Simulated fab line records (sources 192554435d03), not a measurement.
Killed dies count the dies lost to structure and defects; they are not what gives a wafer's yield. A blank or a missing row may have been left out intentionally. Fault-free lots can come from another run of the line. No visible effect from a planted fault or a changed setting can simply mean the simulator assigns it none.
Split-lot trial | flow n5 finfet | on a route of 1938 steps: 7 lots, 39 wafers read

== THE SPLIT ITSELF ==
At N5_BEOL_M2_ILD_DEP_00 (deposits SiOC from DEMS/O2, target thk 79 nm, time 15.3 s), the setting target thk a was moved away from the recipe's 790 angstrom on 15 of the 39 wafers read, by -58.7% to +48.1%. The other wafers ran this setting at the recipe's value.

Split to reading: the file shows no intervening step.

== THE READING ==
M2_ILD_THK (nm), taken at N5_BEOL_M2_THK_MEAS_01. Fault-free wafers of this fab line usually give 78.7 nm, standard deviation 0.93 nm.

wafer  | tool, chamber at the split | target thk a as run, angstrom | against the recipe | M2_ILD_THK, nm | against lot-mates on the recipe
L079.1 | pecvd-03, 1                | 641                           | -18.9%             | 62.5           | -16.0
L079.2 | pecvd-03, 0,2              | 790                           | recipe             | 78.0           | -
L079.3 | pecvd-03, 0,2              | 790                           | recipe             | 77.9           | -
L079.4 | pecvd-03, 2                | 790                           | recipe             | 79.6           | -
L079.5 | pecvd-03, 1                | 641                           | -18.9%             | 64.5           | -14.0
L079.6 | pecvd-03, 0                | 641                           | -18.9%             | 63.4           | -15.1
L081.1 | pecvd-01, 1                | 790                           | recipe             | 78.2           | -
L081.2 | pecvd-01, 0                | 991.8                         | +25.5%             | 98.3           | +19.2
L081.3 | pecvd-01, 2                | 991.8                         | +25.5%             | 97.0           | +17.9
L081.4 | pecvd-01, 0                | 790                           | recipe             | 79.2           | -
L081.5 | pecvd-01, 2                | 991.8                         | +25.5%             | 99.3           | +20.2
L081.6 | pecvd-01, 1                | 790                           | recipe             | 80.0           | -
L080.1 | pecvd-01, 0                | 1066                          | +34.9%             | 106.2          | +28.5
L080.2 | pecvd-01, 1                | 790                           | recipe             | 77.4           | -
L080.3 | pecvd-01, 2                | 790                           | recipe             | 77.4           | -
L080.4 | pecvd-01, 1                | 1066                          | +34.9%             | 107.1          | +29.4
L080.5 | pecvd-01, 0                | 1066                          | +34.9%             | 107.3          | +29.6
L080.6 | pecvd-01, 2                | 790                           | recipe             | 78.4           | -
L086.1 | pecvd-03, 0                | 790                           | recipe             | 77.8           | -
L086.2 | pecvd-03, 1                | 326                           | -58.7%             | 32.6           | -46.1
L086.3 | pecvd-03, 2                | 790                           | recipe             | 78.3           | -
L086.4 | pecvd-03, 1                | 790                           | recipe             | 79.9           | -
L086.5 | pecvd-03, 2                | 326                           | -58.7%             | 32.0           | -46.7
L086.6 | pecvd-03, 0                | 326                           | -58.7%             | 33.1           | -45.6
L091.1 | pecvd-02, 0                | 790                           | recipe             | 77.8           | -
L091.2 | pecvd-02, 2                | 790                           | recipe             | 77.6           | -
L091.3 | pecvd-02, 1                | 790                           | recipe             | 78.3           | -
L091.4 | pecvd-02, 1                | 790                           | recipe             | 79.8           | -
L091.5 | pecvd-02, 0                | 790                           | recipe             | 78.9           | -
L091.6 | pecvd-02, 2                | 790                           | recipe             | 78.5           | -
L093.1 | pecvd-03, 1                | 790                           | recipe             | 78.5           | -
L093.5 | pecvd-03, 2,1              | 790                           | recipe             | 80.2           | -
L093.6 | pecvd-03, 2,1              | 790                           | recipe             | 80.3           | -
L096.1 | pecvd-01, 2                | 790                           | recipe             | 77.2           | -
L096.2 | pecvd-01, 1                | 1170                          | +48.1%             | 114.9          | +37.1
L096.3 | pecvd-01, 0                | 790                           | recipe             | 77.6           | -
L096.4 | pecvd-01, 1                | 1170                          | +48.1%             | 117.1          | +39.3
L096.5 | pecvd-01, 2                | 790                           | recipe             | 78.7           | -
L096.6 | pecvd-01, 0                | 1170                          | +48.1%             | 117.7          | +39.9
If several chambers appear in one row, that row covers several wafers at once and the file leaves open which wafer was in which chamber.

THE FIT
A straight line over all 39 wafers: M2_ILD_THK changes by +0.789 nm for each +1% of target thk a; r = +1.00; the points scatter about the line by 0.97 nm.
The same after taking each lot's own level away (the mean of its wafers on the recipe; 39 wafers): +0.795 nm for each +1%; r = +1.00; scatter 0.97 nm.
The reading moves by 47 nm for the largest change in target thk a, on that fit.
Across the lots, their own levels run from 77.73 to 79.67 nm, a range of 2.1 times the standard deviation given above.
The two slopes agree, so the slope changes little with the lot-to-lot level.
Check: for one of the wafers moved furthest among these (-58.7%), held out of the fit, the line's prediction against its lot-mates is -46.7 nm. It came out at -46.1 nm against them.

== FURTHER SPLITS ON THESE WAFERS ==
Note: prior to the reading, these wafers also went through further splits. Each is held against what the fit with the lots' levels taken away leaves over:
other split on the same wafers         | wafers away from the commonest value | r with M2_ILD_THK (lot level and that fit taken away)
N5_STI_FIN_REVEAL_ETCHBACK_08 time s   | 15                                   | -0.10
N5_SD_EPI_N_DEVELOP_08 develop time s  | 15                                   | -0.11
N5_SDB_ALD_29 ald cycles               | 15                                   | +0.23
N5_MOL_CONTACT_COAG_ALD_123 ald cycles | 15                                   | -0.03

== THE WHOLE CHAIN: every reading that the file lists as answering this split, in the file's order ==
step                   | what it does                                              | reading                                                                            | change (the file's fit)               | r (the file's)
N5_BEOL_M2_ILD_DEP_00  | deposits SiOC from DEMS/O2, target thk 79 nm, time 15.3 s | SiOC_of_BEOL_M2_ILD_DEP_00.thk nm (the simulator's own value, which no gauge read) | +0.795 nm for each +1% of the setting | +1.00
N5_BEOL_M2_THK_MEAS_01 |                                                           | M2_ILD_THK                                                                         | +0.796 for each +1% of the setting    | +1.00

== FILE'S OWN FIT ==
M2_ILD_THK changes by +0.796 nm for each +1% of target thk a, r = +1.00.
